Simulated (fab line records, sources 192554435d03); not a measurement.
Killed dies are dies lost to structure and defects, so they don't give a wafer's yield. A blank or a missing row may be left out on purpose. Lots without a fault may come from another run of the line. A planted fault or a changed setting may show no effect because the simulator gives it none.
fab line records | flow n5_finfet
record lots=7 wafers=21
route steps=1938 shown FIN_SAQP@100 FIN_CUT@176 DUMMY_GATE@243 SD_EPI_N@267
start_h: hours from the record's first day to the start of the lot's first wafer shown | wait_h: hours since the lot's step before | " the same as in the row above | L1.1+2: a row that stands for several wafers | - no value, or no start given | * or withheld: withheld | < > ~ a bound
route shown NAME@n: a module of which the file shows steps, and the number in the route of the first | usual: mean/standard deviation of fault-free wafers | same: alike in all rows | chamber/n: place in a boat | sites: the reading at each site | _std_site: their standard deviation | _edge_site: outer sites' mean less inner sites' | radius_mm: how far each site lies from the wafer's centre | mask NAME#n: copy n | behind: the tool/chamber that last shaped the wafer | hold: why the lot was held/for how many hours/how that ended | device: the transistor (n, p or np) that didn't switch | end of line: the same wafers' tests at the end of the route | a step without rows: its recipe alone | killed: dies lost to structure and defects at the first sort, not the wafer's yield | map: a wafer's dies, x killed, . not, _ none there
set.NAME: the setting as run; set.NAME@STEP: as run at that earlier step | model.NAME: the simulator's own value behind a step, which no gauge read
lots whose settings were changed on purpose; a table a step, a row a wafer
## steps
# step N5_FIN_SAQP_PECVD_06
# recipe material=a-Si target_thk_a=600 temp_c=400 precursor=SiH4/He pressure_torr=3 rf_w=100 time_s=48.1
# columns lot.wafer tool chamber start_h wait_h set.time_s model.a-Si_of_FIN_SAQP_PECVD_06.thk_nm
L077.1 pecvd-02 1 39.57 0.0 44.31 54.78
L077.2 " 0 " " 48.1 59.18
L077.4 " 0 " " 48.1 59.54
L078.2 pecvd-03 2 45.19 0.0 41.62 51.06
L078.4 " 1 " " 48.1 60.01
L078.5 " 0 " " 41.62 50.34
L080.1 pecvd-03 1 56.77 0.0 48.1 58.88
L080.2 " 2 " " 48.1 59.64
L080.5 " 2 " " 51.23 64.28
L090.2 pecvd-01 2 117.71 0.0 48.1 60.43
L090.3 " 0 " " 48.1 60.16
L090.5 " 0 " " 48.1 60.59
L092.3 pecvd-02 0 129.47 0.0 48.1 58.6
L092.4 " 0 " " 48.1 58.93
L092.6 " 1 " " 48.1 60.99
L096.3 pecvd-01 1 152.55 0.0 51.72 63.52
L096.4 " 2 " " 48.1 60.91
L096.6 " 0 " " 51.72 65.57
L097.1 pecvd-02 1 159.77 0.0 48.1 59.97
L097.2 " 2 " " 44.17 53.86
L097.5 " 2 " " 48.1 60.8
# step N5_FIN_SAQP_THK_MEAS_07
# usual thk_nm=60.0/0.88
# columns lot.wafer tool chamber start_h wait_h set.time_s@FIN_SAQP_PECVD_06 thk_nm
L077.1 film_metro-01 - 39.69 0.1 44.31 54.8
L077.2 " - " " 48.1 59.2
L077.4 " - " " 48.1 59.5
L078.2 film_metro-02 - 45.28 0.1 41.62 51.1
L078.4 " - " " 48.1 60.0
L078.5 " - " " 41.62 50.3
L080.1 film_metro-02 - 56.86 0.1 48.1 58.9
L080.2 " - " " 48.1 59.6
L080.5 " - " " 51.23 64.3
L090.2 film_metro-02 - 117.80 0.1 48.1 60.5
L090.3 " - " " 48.1 60.2
L090.5 " - " " 48.1 60.6
L092.3 film_metro-01 - 129.56 0.1 48.1 58.7
L092.4 " - " " 48.1 59.0
L092.6 " - " " 48.1 61.0
L096.3 film_metro-01 - 152.64 0.1 51.72 63.5
L096.4 " - " " 48.1 60.9
L096.6 " - " " 51.72 65.6
L097.1 film_metro-01 - 159.86 0.1 48.1 60.0
L097.2 " - " " 44.17 53.8
L097.5 " - " " 48.1 60.8
# step N5_FIN_SAQP_HM_DEP_72
# recipe material=SiO2 target_thk_a=120 temp_c=400 precursor=SiH4/N2O pressure_torr=0.75 rf_w=275 time_s=7.2
# columns lot.wafer tool chamber start_h wait_h set.time_s model.SiO2_of_FIN_SAQP_HM_DEP_72.thk_nm
L077.1 pecvd-01 2 39.72 0.0 7.2 11.85
L077.2 " 1 " " 7.704 12.38
L077.4 " 2 " " 7.704 12.63
L078.2 pecvd-01 2 45.32 0.0 7.2 11.82
L078.4 " 2 " " 7.2 12.11
L078.5 " 1 " " 6.292 10.58
L080.1 pecvd-01 1 56.90 0.0 7.2 11.85
L080.2 " 0 " " 7.2 12.06
L080.5 " 2 " " 7.2 12.15
L090.2 pecvd-03 1 117.84 0.0 7.671 12.47
L090.3 " 2 " " 7.671 12.61
L090.5 " 0 " " 7.2 12.18
L092.3 pecvd-01 1 129.60 0.0 7.2 12.1
L092.4 " 1 " " 7.2 12.11
L092.6 " 2 " " 7.2 12.12
L096.3 pecvd-02 1 152.68 0.0 8.249 13.72
L096.4 " 2 " " 7.2 12.28
L096.6 " 0 " " 7.2 12.2
L097.1 pecvd-01 2 159.89 0.0 6.45 10.54
L097.2 " 0 " " 7.2 11.61
L097.5 " 1 " " 6.45 10.64
# step N5_FIN_SAQP_COAT_49
# recipe resist=SOC temp_c=250 time_s=60 spin_rpm=1500 resist_thk_nm=100
# step N5_FIN_SAQP_COAT_50
# recipe resist=SiARC temp_c=220 time_s=60 spin_rpm=1500 resist_thk_nm=35
# step N5_FIN_SAQP_ETCH_52
# recipe chemistry=N2/H2 target=SOC target_depth_a=1000 overetch_a=200 mask_material=SiARC temp_c=40 time_s=150 ion_energy_ev=200 pressure_mtorr=30 source_w=840 bias_w=150 n2_flow_sccm=200 h2_flow_sccm=200 ends=end_point
# step N5_FIN_SAQP_STRIP_53
# recipe chemistry=N2/H2 temp_c=40 n2_flow_sccm=200 h2_flow_sccm=200 rf_frequency_hz=6e+07
# step N5_FIN_SAQP_HM_OPEN_73
# recipe chemistry=CHF3/O2 target=SiO2 stop_on=a-Si target_depth_a=120 over_etch_frac=1.8 mask_material=SOC time_s=16.8 pressure_mtorr=30 source_w=650 bias_w=170 Ar_flow_sccm=200 CHF3_flow_sccm=50 O2_flow_sccm=5 ion_energy_ev=200 ends=end_point
# columns lot.wafer tool chamber start_h wait_h set.time_s@FIN_SAQP_HM_DEP_72 model.etch.depth_nm
L077.1 rie_diel-06 0 40.47 0.0 7.2 11.85
L077.2 " 2 " " 7.704 12.38
L077.4 " 3 " " 7.704 12.63
L078.2 rie_diel-06 3 46.07 0.0 7.2 11.82
L078.4 " 2 " " 7.2 12.11
L078.5 " 3 " " 6.292 10.58
L080.1 rie_diel-06 3 57.60 0.0 7.2 11.85
L080.2 " 2 " " 7.2 12.06
L080.5 " 2 " " 7.2 12.15
L090.2 rie_diel-06 3 118.45 0.0 7.671 12.47
L090.3 " 2 " " 7.671 12.61
L090.5 " 0 " " 7.2 12.18
L092.3 rie_diel-06 1 130.70 0.0 7.2 12.1
L092.4 " 0 " " 7.2 12.11
L092.6 " 1 " " 7.2 12.12
L096.3 rie_diel-01 3 153.83 0.0 8.249 13.72
L096.4 " 2 " " 7.2 12.28
L096.6 " 3 " " 7.2 12.2
L097.1 rie_diel-06 0 160.64 0.0 6.45 10.54
L097.2 " 3 " " 7.2 11.61
L097.5 " 0 " " 6.45 10.64
# step N5_FIN_SAQP_STRIP_74
# recipe chemistry=CHF3/O2 resist=SiARC rf_frequency_hz=6e+07
# step N5_FIN_SAQP_MANDREL_ETCH_22
# recipe target_depth_a=600 chemistry=HBr/Cl2 target=a-Si stop_on=SiNx bt_time_s=10 over_etch_frac=0.5 time_s=30 pressure_mtorr=10 icp_w=800 bias_w=75 HBr_flow_sccm=150 Cl2_flow_sccm=80 ends=end_point
# columns lot.wafer tool chamber start_h wait_h set.time_s@FIN_SAQP_PECVD_06 model.etch.depth_nm
L077.1 rie_si-06 1 40.55 0.0 44.31 54.78
L077.2 " 0 " " 48.1 59.18
L077.4 " 2 " " 48.1 59.54
L078.2 rie_si-06 1 46.15 0.0 41.62 51.06
L078.4 " 0 " " 48.1 60.01
L078.5 " 2 " " 41.62 50.34
L080.1 rie_si-06 2 57.68 0.0 48.1 58.88
L080.2 " 3 " " 48.1 59.64
L080.5 " 2 " " 51.23 64.28
L090.2 rie_si-02 0 118.54 0.0 48.1 60.43
L090.3 " 3 " " 48.1 60.16
L090.5 " 2 " " 48.1 60.59
L092.3 rie_si-06 0 130.78 0.0 48.1 58.6
L092.4 " 2 " " 48.1 58.93
L092.6 " 0 " " 48.1 60.99
L096.3 rie_si-06 1 153.92 0.0 51.72 63.52
L096.4 " 2 " " 48.1 60.91
L096.6 " 3 " " 51.72 65.57
L097.1 rie_si-03 3 160.72 0.0 48.1 59.97
L097.2 " 2 " " 44.17 53.86
L097.5 " 1 " " 48.1 60.8
# step N5_FIN_SAQP_STRIP_55
# recipe chemistry=N2/H2 power_w=500 temp_c=40 pressure_mtorr=50 rf_frequency_hz=6e+07 overash_fraction=0.3 bias_power_w=28 h2_frac=0.5 n2_flow_sccm=300 h2_flow_sccm=300
# step N5_FIN_SAQP_STRIP_23
# recipe chemistry=SPM time_s=750 temp_c=130 h2so4_h2o2_vol_ratio=4
# step N5_FIN_SAQP_SRD_66
# recipe dry=ipa_marangoni time_s=30 temp_c=23 rinse_liquid=diw
# step N5_FIN_SAQP_RECESS_75
# recipe chemistry=HF/NH3 target=SiO2 target_depth_a=144 afs_cycles=3 temp_c=30 sublimation_temp_c=180 sublimation_time_s=60
# step N5_FIN_SAQP_SPACER1_ALD_24
# recipe material=SiO2 target_thk_a=203 temp_c=300 ald_precursor_family=BDEAS ald_co_reactant=O2-plasma pulse_time_s=1 purge_time_s=2 co_reactant_purge_time_s=2 ald_cycles=218 pressure_torr=2
# columns lot.wafer tool chamber start_h wait_h set.time_s@FIN_SAQP_PECVD_06 model.a-Si_of_FIN_SAQP_PECVD_06.thk_nm
L077.1 ald_sin-03 2 41.36 0.3 44.31 54.6
L077.2 " 1 " " 48.1 59
L077.4 " 2 " " 48.1 59.4
L078.2 ald_sin-01 3 46.96 0.3 41.62 50.8
L078.4 " 1 " " 48.1 59.8
L078.5 " 0 " " 41.62 50.2
L080.1 ald_sin-03 3 58.49 0.3 48.1 58.6
L080.2 " 2 " " 48.1 59.4
L080.5 " 0 " " 51.23 64.2
L090.2 ald_sin-03 2 119.36 0.3 48.1 60.2
L090.3 " 1 " " 48.1 60
L090.5 " 1 " " 48.1 60.4
L092.3 ald_sin-03 2 131.75 0.1 48.1 58.4
L092.4 " 1 " " 48.1 58.8
L092.6 " 3 " " 48.1 60.8
L096.3 ald_sin-01 0 154.74 0.1 51.72 63.4
L096.4 " 0 " " 48.1 60.8
L096.6 " 1 " " 51.72 65.4
L097.1 ald_sin-01 2 161.54 0.3 48.1 59.8
L097.2 " 3 " " 44.17 53.6
L097.5 " 2 " " 48.1 60.6
# step N5_FIN_CUT_CUT_ETCH_15
# recipe chemistry=HBr/Cl2/O2 target=Si target_depth_a=1000 bt_time_s=10 mask_material=SOC time_s=42.4 ion_energy_ev=* bias_w=* pressure_mtorr=10 icp_w=800 HBr_flow_sccm=150 Cl2_flow_sccm=80 O2_flow_sccm=12
# columns lot.wafer tool chamber start_h wait_h set.time_s model.FIN_CUT.feature_depth_nm model.etch.depth_nm model.SOC_of_FIN_CUT_COAT_18.thk_nm
L077.1 rie_si-05 3 46.05 0.1 33.64 82.2 82.2 177.2
L077.2 " 1 " " 42.4 98.4 98.43 169.8
L077.4 " 2 " " 42.4 98.6 98.67 171.4
L078.2 rie_si-04 1 51.82 0.1 45.08 105.8 105.9 167.8
L078.4 " 0 " " 45.08 106.8 106.8 169.4
L078.5 " 3 " " 45.08 109.6 109.6 167.2
L080.1 rie_si-05 2 63.24 0.1 42.4 99.2 99.24 169.6
L080.2 " 0 " " 42.4 96.6 96.67 170.8
L080.5 " 0 " " 50.26 115.2 115.3 163.8
L090.2 rie_si-01 2 123.72 0.1 42.4 99.6 99.65 169.8
L090.3 " 1 " " 39.93 93.2 93.2 172.6
L090.5 " 0 " " 42.4 99.6 99.66 170.8
L092.3 rie_si-05 0 136.24 0.0 42.4 96.8 96.74 172.2
L092.4 " 1 " " 42.4 98.6 98.64 171
L092.6 " 0 " " 42.4 96.2 96.27 172.6
L096.3 rie_si-04 2 159.80 0.0 42.4 102.8 102.8 169
L096.4 " 1 " " 42.4 99.2 99.23 170.6
L096.6 " 3 " " 42.4 102.4 102.4 169.8
L097.1 rie_si-05 2 165.99 0.1 42.4 100.2 100.1 169.6
L097.2 " 3 " " 36.74 91.2 91.1 173
L097.5 " 2 " " 36.74 86 86 175.4
# step N5_DUMMY_GATE_ETCH_31
# recipe chemistry=C4F6/O2 target=SiO2 mask_material=SOC target_depth_a=825 time_s=27.5 ion_energy_ev=250 pressure_mtorr=30 source_w=345 bias_w=185 Ar_flow_sccm=300 C4F6_flow_sccm=10 O2_flow_sccm=10
# columns lot.wafer tool chamber start_h wait_h set.target_depth_a model.etch.depth_nm
L077.1 rie_diel-03 1 64.29 0.1 825 80.81
L077.2 " 2 " " 825 81.6
L077.4 " 3 " " 889.7 85.67
L078.2 rie_diel-02 3 72.65 0.0 825 79.31
L078.4 " 0 " " 771.9 77.93
L078.5 " 1 " " 825 83.76
L080.1 rie_diel-04 3 81.79 0.0 825 81.92
L080.2 " 1 " " 825 84.29
L080.5 " 1 " " 825 84.25
L090.2 rie_diel-04 0 141.89 0.0 780.4 77.88
L090.3 " 2 " " 780.4 75.98
L090.5 " 1 " " 825 83.81
L092.3 rie_diel-03 3 154.45 0.0 825 79.8
L092.4 " 2 " " 825 80.04
L092.6 " 3 " " 825 79.59
L096.3 rie_diel-04 2 178.61 0.0 910.2 90.36
L096.4 " 1 " " 825 84.06
L096.6 " 1 " " 825 84.22
L097.1 rie_diel-02 1 185.48 0.0 851.4 86.22
L097.2 " 3 " " 851.4 85.61
L097.5 " 0 " " 825 83.66
# step N5_SD_EPI_N_EXPOSE_06
# recipe mask_id=SD_N_BLK na=1.35 source_shape=conventional sigma_outer=0.8 polarization=unpolarized target_cd_nm=120 dose_mj=39.75
# columns lot.wafer tool chamber start_h wait_h mask set.dose_mj
L077.1+4 arfi_scanner-02 0 66.66 - SD_N_BLK#0 39.75
L077.2 " 0 " " SD_N_BLK#0 38.55
L078.2+4 arfi_scanner-03 0 74.37 - SD_N_BLK#0 39.75
L078.5 " 0 " " SD_N_BLK#0 38.45
L080.1+2 arfi_scanner-01 0 83.54 - SD_N_BLK#0 36.85
L080.5 " 0 " " SD_N_BLK#0 39.75
L090.2+3+5 arfi_scanner-03 0 143.56 - SD_N_BLK#0 39.75
L092.3+4+6 arfi_scanner-01 0 156.08 - SD_N_BLK#0 39.75
L096.3+6 arfi_scanner-02 0 181.42 - SD_N_BLK#0 39.75
L096.4 " 0 " " SD_N_BLK#0 41.64
L097.1+5 arfi_scanner-02 0 186.96 - SD_N_BLK#0 39.75
L097.2 " 0 " " SD_N_BLK#0 41.19
# step N5_SD_EPI_N_PEB_07
# recipe peb_temp_c=110 peb_time_s=60 resist=CAR-ArF-block
# step N5_SD_EPI_N_DEVELOP_08
# recipe develop_time_s=30 developer=TMAH resist=CAR-ArF-block dev_temp_c=23 rinse_liquid=diw dry=air_spin
# step N5_SD_EPI_N_CD_MEAS_09
# recipe target_cd_nm=120 landing_energy_ev=500 detector=se_inlens
# usual cd_nm=120.2/0.68
# columns lot.wafer tool chamber start_h wait_h set.dose_mj@SD_EPI_N_EXPOSE_06 cd_nm
L077.1 cd_sem-03 0 66.79 - 39.75 119.6
L077.2 " 0 " " 38.55 117.7
L077.4 " 0 " " 39.75 119.5
L078.2 cd_sem-02 0 74.49 - 39.75 120.7
L078.4 " 0 " " 39.75 119.9
L078.5 " 0 " " 38.45 117.1
L080.1 cd_sem-01 0 83.67 - 36.85 114.1
L080.2 " 0 " " 36.85 114.4
L080.5 " 0 " " 39.75 120.5
L090.2 cd_sem-03 0 143.68 - 39.75 120.3
L090.3 " 0 " " 39.75 120.6
L090.5 " 0 " " 39.75 120.6
L092.3 cd_sem-01 0 156.20 - 39.75 120.2
L092.4 " 0 " " 39.75 119.2
L092.6 " 0 " " 39.75 120.6
L096.3 cd_sem-01 0 181.53 - 39.75 120.2
L096.4 " 0 " " 41.64 123.2
L096.6 " 0 " " 39.75 120.7
L097.1 cd_sem-02 0 187.09 - 39.75 120.1
L097.2 " 0 " " 41.19 123.5
L097.5 " 0 " " 39.75 120.3
# step N5_SD_EPI_N_DESCUM_14
# recipe chemistry=O2 time_s=7.9 source_power_w=50 bias_power_w=20 pressure_mtorr=20 rf_frequency_hz=2.712e+07 temp_c=40 resist=CAR-ArF-block o2_flow_sccm=225
# columns lot.wafer tool chamber start_h wait_h set.dose_mj@SD_EPI_N_EXPOSE_06 model.SD_EPI_N.cd_nm
L077.1 rie_diel-01 2 66.87 0.0 39.75 119.4
L077.2 " 3 " " 38.55 117.8
L077.4 " 1 " " 39.75 119.8
L078.2 rie_diel-06 1 74.66 0.1 39.75 120.4
L078.4 " 2 " " 39.75 119.8
L078.5 " 1 " " 38.45 117
L080.1+2 rie_diel-06 3,0 84.04 0.3 36.85 114.4
L080.5 " 0 " " 39.75 120.4
L090.2+5 rie_diel-01 0 143.77 0.0 39.75 120.2
L090.3 " 3 " " 39.75 120.6
L092.3 rie_diel-01 2 156.34 0.1 39.75 120.2
L092.4 " 3 " " 39.75 119.4
L092.6 " 1 " " 39.75 120.6
L096.3 rie_diel-01 2 181.62 0.0 39.75 120.2
L096.4 " 0 " " 41.64 123.6
L096.6 " 3 " " 39.75 120.6
L097.1 rie_diel-01 1 187.17 0.0 39.75 120
L097.2 " 2 " " 41.19 123.4
L097.5 " 2 " " 39.75 120.2
# step N5_SD_EPI_N_ETCH_34
# recipe chemistry=CF4 target=SiARC target_depth_a=455 mask_material=CAR-ArF-block time_s=75.8 ion_energy_ev=80 pressure_mtorr=40 source_w=545 bias_w=36 Ar_flow_sccm=100 cf4_flow_sccm=100 ends=cleared
# step N5_SD_EPI_N_ETCH_35
# recipe chemistry=N2/H2 target=SOC overetch_a=1080 mask_material=SiARC temp_c=40 ion_energy_ev=100 source_w=3000 bias_w=133 pressure_mtorr=20 time_s=486 n2_flow_sccm=200 h2_flow_sccm=200
# columns lot.wafer tool chamber start_h wait_h set.dose_mj@SD_EPI_N_EXPOSE_06 model.SD_EPI_N.cd_nm
L077.1 rie_diel-01 2 66.97 0.0 39.75 118.6
L077.2 " 3 " " 38.55 115.2
L077.4 " 1 " " 39.75 119.4
L078.2 rie_diel-06 1 74.75 0.0 39.75 119.2
L078.4 " 2 " " 39.75 118.8
L078.5 " 1 " " 38.45 116
L080.1 rie_diel-06 3 84.13 0.0 36.85 112.4
L080.2 " 0 " " 36.85 114.6
L080.5 " 0 " " 39.75 120.4
L090.2 rie_diel-01 0 143.86 0.0 39.75 120.8
L090.3 " 3 " " 39.75 119.8
L090.5 " 0 " " 39.75 120
L092.3 rie_diel-01 2 156.43 0.0 39.75 120.4
L092.4 " 3 " " 39.75 118.6
L092.6 " 1 " " 39.75 120.6
L096.3 rie_diel-01 2 181.71 0.0 39.75 119.6
L096.4 " 0 " " 41.64 124.2
L096.6 " 3 " " 39.75 119.8
L097.1 rie_diel-01 1 187.27 0.0 39.75 121.2
L097.2 " 2 " " 41.19 123.2
L097.5 " 2 " " 39.75 119.4
# step N5_SD_EPI_N_STRIP_36
# recipe chemistry=N2/H2 temp_c=40 n2_flow_sccm=200 h2_flow_sccm=200 rf_frequency_hz=6e+07
# step N5_SD_EPI_N_ETCHBACK_44
# recipe chemistry=CH3F/O2 mode=anisotropic_etchback target=SiNx target_depth_a=145 stop_on=SiO2 over_etch_frac=0.3 ion_energy_ev=120 pressure_mtorr=30 source_w=395 bias_w=73 Ar_flow_sccm=150 CH3F_flow_sccm=30 O2_flow_sccm=20
# columns lot.wafer tool chamber start_h wait_h set.dose_mj@SD_EPI_N_EXPOSE_06 model.SD_EPI_N.cd_nm
L077.1 rie_diel-01 2 67.29 0.0 39.75 118.6
L077.2 " 3 " " 38.55 115
L077.4 " 1 " " 39.75 119.4
L078.2 rie_diel-06 1 75.08 0.0 39.75 119.2
L078.4 " 2 " " 39.75 119
L078.5 " 1 " " 38.45 116
L080.1 rie_diel-06 3 84.46 0.0 36.85 112.4
L080.2 " 0 " " 36.85 114.4
L080.5 " 0 " " 39.75 120.6
L090.2 rie_diel-01 0 144.19 0.0 39.75 121
L090.3 " 3 " " 39.75 119.8
L090.5 " 0 " " 39.75 120
L092.3 rie_diel-01 2 156.75 0.0 39.75 120.4
L092.4 " 3 " " 39.75 118.6
L092.6 " 1 " " 39.75 120.6
L096.3+6 rie_diel-01 2,3 182.03 0.0 39.75 119.8
L096.4 " 0 " " 41.64 124
L097.1 rie_diel-01 1 187.59 0.0 39.75 121.2
L097.2 " 2 " " 41.19 123.2
L097.5 " 2 " " 39.75 119.4
## key
split step=N5_FIN_SAQP_PECVD_06 setting=time_s stated=48.1 by=wafer
response step=N5_FIN_SAQP_PECVD_06 reading=model.a-Si_of_FIN_SAQP_PECVD_06.thk_nm change=+0.672 per=1% r=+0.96
response step=N5_FIN_SAQP_THK_MEAS_07 reading=thk_nm change=* per=1% r=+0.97
response step=N5_FIN_SAQP_MANDREL_ETCH_22 reading=model.etch.depth_nm change=+0.672 per=1% r=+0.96
response step=N5_FIN_SAQP_SPACER1_ALD_24 reading=model.a-Si_of_FIN_SAQP_PECVD_06.thk_nm change=+0.675 per=1% r=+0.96
split step=N5_FIN_SAQP_HM_DEP_72 setting=time_s stated=7.2 by=wafer
response step=N5_FIN_SAQP_HM_DEP_72 reading=model.SiO2_of_FIN_SAQP_HM_DEP_72.thk_nm change=+0.099 per=1% r=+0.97
response step=N5_FIN_SAQP_HM_OPEN_73 reading=model.etch.depth_nm change=+0.099 per=1% r=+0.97
split step=N5_FIN_CUT_CUT_ETCH_15 setting=time_s stated=42.4 by=wafer
response step=N5_FIN_CUT_CUT_ETCH_15 reading=model.FIN_CUT.feature_depth_nm change=+0.865 per=1% r=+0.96
response step=N5_FIN_CUT_CUT_ETCH_15 reading=model.etch.depth_nm change=+0.866 per=1% r=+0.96
response step=N5_FIN_CUT_CUT_ETCH_15 reading=model.SOC_of_FIN_CUT_COAT_18.thk_nm change=-0.336 per=1% r=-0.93
split step=N5_DUMMY_GATE_ETCH_31 setting=target_depth_a stated=825 by=wafer
response step=N5_DUMMY_GATE_ETCH_31 reading=model.etch.depth_nm change=+0.67 per=1% r=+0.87
split step=N5_SD_EPI_N_EXPOSE_06 setting=dose_mj stated=39.75 by=wafer
response step=N5_SD_EPI_N_CD_MEAS_09 reading=cd_nm change=+0.799 per=1% r=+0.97
response step=N5_SD_EPI_N_DESCUM_14 reading=model.SD_EPI_N.cd_nm change=+0.795 per=1% r=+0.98
response step=N5_SD_EPI_N_ETCH_35 reading=model.SD_EPI_N.cd_nm change=+0.952 per=1% r=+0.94
response step=N5_SD_EPI_N_ETCHBACK_44 reading=model.SD_EPI_N.cd_nm change=+0.967 per=1% r=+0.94
